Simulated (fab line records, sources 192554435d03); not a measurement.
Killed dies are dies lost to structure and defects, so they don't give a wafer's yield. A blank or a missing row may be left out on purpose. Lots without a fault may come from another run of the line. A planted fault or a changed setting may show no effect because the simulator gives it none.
Split-lot experiment | flow n5_finfet | 7 lots, 21 wafers read, on a route of 1938 steps

THE SPLIT
At N5_BEOL_M15_EXPOSE_25 (exposes mask M15, target cd 400 nm), the setting dose_mj was moved away from the recipe's 35.5 on 6 of the 21 wafers read, by -3.9% to +5.1%. The other wafers ran this setting at the recipe's value.

FROM THE SPLIT TO THE READING: what the file shows between them, 3 steps
- N5_BEOL_M15_PEB_26: peb time 90 s
- N5_BEOL_M15_DEVELOP_27: develop time 45 s
- N5_BEOL_M15_HARDBAKE_32: time 120 s

THE READING
cd_nm, in nm, at N5_BEOL_M15_CD_MEAS_28 (target cd 407.6 nm). Fault-free wafers of this fab line usually give 408.2 nm, standard deviation 1.7 nm.

wafer  | tool, chamber at the split | dose_mj as run | against the recipe | cd_nm, nm | against lot-mates on the recipe
L076.1 | krf_scanner-01, 0          | 37.16          | +4.7%              | 416.7     | +9.1
L076.4 | krf_scanner-01, 0          | 35.5           | recipe             | 407.6     | -
L076.6 | krf_scanner-01, 0          | 37.16          | +4.7%              | 415.0     | +7.4
L079.2 | krf_scanner-01, 0          | 35.5           | recipe             | 407.3     | -
L079.3 | krf_scanner-01, 0          | 34.61          | -2.5%              | 403.2     | -4.1
L079.6 | krf_scanner-01, 0          | 34.61          | -2.5%              | 404.1     | -3.2
L081.3 | krf_scanner-02, 0          | 35.5           | recipe             | 411.7     | -
L081.4 | krf_scanner-02, 0          | 35.5           | recipe             | 412.7     | -
L081.5 | krf_scanner-02, 0          | 35.5           | recipe             | 411.5     | -
L083.1 | krf_scanner-02, 0          | 34.12          | -3.9%              | 401.2     | -6.2
L083.3 | krf_scanner-02, 0          | 35.5           | recipe             | 407.4     | -
L083.6 | krf_scanner-02, 0          | 35.5           | recipe             | 407.3     | -
L086.1 | krf_scanner-01, 0          | 37.31          | +5.1%              | 414.6     | +7.4
L086.2 | krf_scanner-01, 0          | 35.5           | recipe             | 407.2     | -
L086.3 | krf_scanner-01, 0          | 35.5           | recipe             | 407.2     | -
L088.4 | krf_scanner-02, 0          | 35.5           | recipe             | 409.0     | -
L088.5 | krf_scanner-02, 0          | 35.5           | recipe             | 408.2     | -
L088.6 | krf_scanner-02, 0          | 35.5           | recipe             | 408.1     | -
L089.1 | krf_scanner-01, 0          | 35.5           | recipe             | 408.1     | -
L089.2 | krf_scanner-01, 0          | 35.5           | recipe             | 408.8     | -
L089.6 | krf_scanner-01, 0          | 35.5           | recipe             | 408.7     | -

THE FIT
A straight line over all 21 wafers: cd_nm changes by +1.57 nm for each +1% of dose_mj; r = +0.90; the points scatter about the line by 1.7 nm.
The same after taking each lot's own level away (the mean of its wafers on the recipe; 21 wafers): +1.61 nm for each +1%; r = +0.99; scatter 0.53 nm.
On that fit, the largest move of dose_mj shifts the reading by 8.2 nm.
The lots' own levels span 407.20 to 411.97 nm, that is 2.8 times the standard deviation above.
So the lot-to-lot level changes the slope little: the two slopes agree.
Check: with one of the wafers moved furthest among these (+5.1%) left out of the fit, the line predicts +8.63 nm for it against its lot-mates. It came out at +7.4 nm against them.

OTHER SPLITS ON THESE WAFERS
These wafers also went through other splits before the reading. Each is held against what the fit with the lots' levels taken away leaves over:
other split on the same wafers | wafers away from the commonest value | r with cd_nm (lot level and that fit taken away)
N5_BEOL_M13_SPUTTER_44 power_w | 2                                    | -0.31
N5_BEOL_M14_DEP_53 time_s      | 7                                    | -0.02

THE WHOLE CHAIN: every reading that the file lists as answering this split, in the file's order
step                       | what it does                                                            | reading                                                         | change (the file's fit)              | r (the file's)
N5_BEOL_M15_CD_MEAS_28     | target cd 407.6 nm                                                      | cd_nm                                                           | +1.58 nm for each +1% of the setting | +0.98
N5_BEOL_M15_DESCUM_33      | chemistry O2, time 7.9 s                                                | BEOL_M15.cd_nm (the simulator's own value, which no gauge read) | +1.54 nm for each +1% of the setting | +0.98
N5_BEOL_M15_ETCH_61        | etches BARC in N2/H2, target depth 89 nm, overetch 26.7 nm, time 67.9 s | BEOL_M15.cd_nm (the simulator's own value, which no gauge read) | +1.73 nm for each +1% of the setting | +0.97
N5_BEOL_M15_TRENCH_ETCH_34 | etches SiO2 in C4F8/O2/Ar, target depth 872.93 nm, time 199 s           | BEOL_M15.cd_nm (the simulator's own value, which no gauge read) | +1.9 nm for each +1% of the setting  | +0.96

THE FILE'S OWN FIT
cd_nm changes by +1.58 nm for each +1% of dose_mj, r = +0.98.
